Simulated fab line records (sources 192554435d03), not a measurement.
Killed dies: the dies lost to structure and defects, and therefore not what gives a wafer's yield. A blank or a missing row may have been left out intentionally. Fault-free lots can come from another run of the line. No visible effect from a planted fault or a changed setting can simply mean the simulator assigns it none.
A struck lot beside a sound one + flow n5Finfet + 19 out of 1938 route steps
Sound: the wafers L551.2, L551.3, L551.5. The struck wafers were L556.1, L556.4, L556.5. The cause comes at the end.
At each step with rows: each side's tool, then ch and its chambers, then its first start. Under that, the readings that differ: sound wafers + struck wafers + difference of the means + sigmas: that difference in standard deviations of wafers without a fault.
alike: readings with means less than 2 such deviations apart, plus words and numbers identical on both sides. not compared: withheld readings, readings lacking a value on some wafer, bounds such as >300 that could conceal the same value, and numbers that have no deviation in the record and whose values overlap.
A row with sigmas, a row that says differs or no value, or rows on one side alone: a step with any of these is where the two part. Numbers that don't overlap but have no deviation are shown without sigmas and don't part them. A reading missing from all wafers of one side parts the sides only when that side holds two or more wafers.

N5_BEOL_M14_CMP_49: polishes, stops on SiO2, t overpolish 5.2 s, target thk 560 nm.
  sound on cmp-04 ch 1,2,3, day 11 06:32; struck on cmp-04 ch 0,1,2, day 12 19:44
  alike: barrierFieldEndpointS, motorCurrentA, overpolishRunS, timeToEndpointS
N5_BEOL_M14_THK_MEAS_50: measures by xrf.
  sound on filmMetro-02, day 11 06:50; struck on filmMetro-02, day 12 19:59
  alike: M14_THK
then, 1 step without rows for these wafers: N5_BEOL_M14_PRE_CLEAN_52 (time 15 s).
N5_BEOL_M14_DEP_53: deposits SiCN from 3MS/NH3, target thk 50 nm, time 17.8 s.
  sound on pecvd-03 ch 0,1,2, day 11 06:54; struck on pecvd-01 ch 1,2, day 12 20:04
  alike: rfFwdPowerW, showerheadPlenumPTorr, throttleValvePct
N5_BEOL_M14_RS_MEAS_54: measures by four-point-probe.
  sound on filmMetro-02, day 11 06:58; struck on filmMetro-02, day 12 20:09
  alike: M14_RS
N5_BEOL_M14_INSPECT_55: inspects for defects (darkfield).
  sound on defectInspect-01, day 11 06:59; struck on defectInspect-01, day 12 20:11
  alike: rawDefectCount
N5_BEOL_M15_ILD_DEP_00: deposits SiO2 from TEOS/O2, target thk 1629.3 nm, time 346.1 s.
  sound on pecvd-02 ch 0,1,2, day 11 07:02; struck on pecvd-04 ch 0,1,2, day 12 20:13
  alike: heaterPowerOuterW, heaterPowerW, rfFwdPowerW, showerheadPlenumPTorr, throttleValvePct
N5_BEOL_M15_THK_MEAS_01:
  sound on filmMetro-02, day 11 07:17; struck on filmMetro-01, day 12 20:28
  alike: M15_ILD_THK
then, 4 steps without rows for these wafers: N5_BEOL_M15_COAT_58 (time 60 s, resist thk 89 nm); N5_BEOL_M15_COAT_04 (resist thk 800 nm); N5_BEOL_M15_EBR_06; N5_BEOL_M15_SOFTBAKE_05 (time 60 s).
N5_BEOL_M15_EXPOSE_07: exposes mask V14.
  sound on krfScanner-01 ch 0, day 11 07:32; struck on krfScanner-02 ch 0, day 12 20:43
| reading                        | sound    | struck         | difference | sigmas |
|--------------------------------|----------|----------------|------------|--------|
| model.BEOL_M15.overlayXNm (nm) | -1 -1 -1 | 46.2 46.2 46.2 | +47.2      |        |
  alike: mask
then, 3 steps without rows for these wafers: N5_BEOL_M15_PEB_08 (peb time 90 s); N5_BEOL_M15_DEVELOP_09 (develop time 45 s); N5_BEOL_M15_HARDBAKE_14 (time 120 s).
N5_BEOL_M15_CD_MEAS_10: target cd 360 nm.
  sound on cdSem-01 ch 0, day 11 07:43; struck on cdSem-02 ch 0, day 12 20:53
  alike: cdNm
N5_BEOL_M15_OVL_MEAS_11:
  sound on overlay-02 ch 0, day 11 07:44; struck on overlay-01 ch 0, day 12 20:55
| reading      | sound    | struck   | difference | sigmas |
|--------------|----------|----------|------------|--------|
| V14_OVL (nm) | 0 -3 -10 | 46 43 41 | +48        | +11    |
N5_BEOL_M15_INSPECT_12: inspects for defects (macro).
  sound on defectInspect-02, day 11 07:46; struck on defectInspect-01, day 12 20:57
  alike: rawDefectCount

## WHERE THEY PART
Within this record, at N5_BEOL_M15_OVL_MEAS_11 only. Later steps at which nothing parts them and some readings are alike: N5_BEOL_M15_INSPECT_12.

WHY: the cause the simulator had injected
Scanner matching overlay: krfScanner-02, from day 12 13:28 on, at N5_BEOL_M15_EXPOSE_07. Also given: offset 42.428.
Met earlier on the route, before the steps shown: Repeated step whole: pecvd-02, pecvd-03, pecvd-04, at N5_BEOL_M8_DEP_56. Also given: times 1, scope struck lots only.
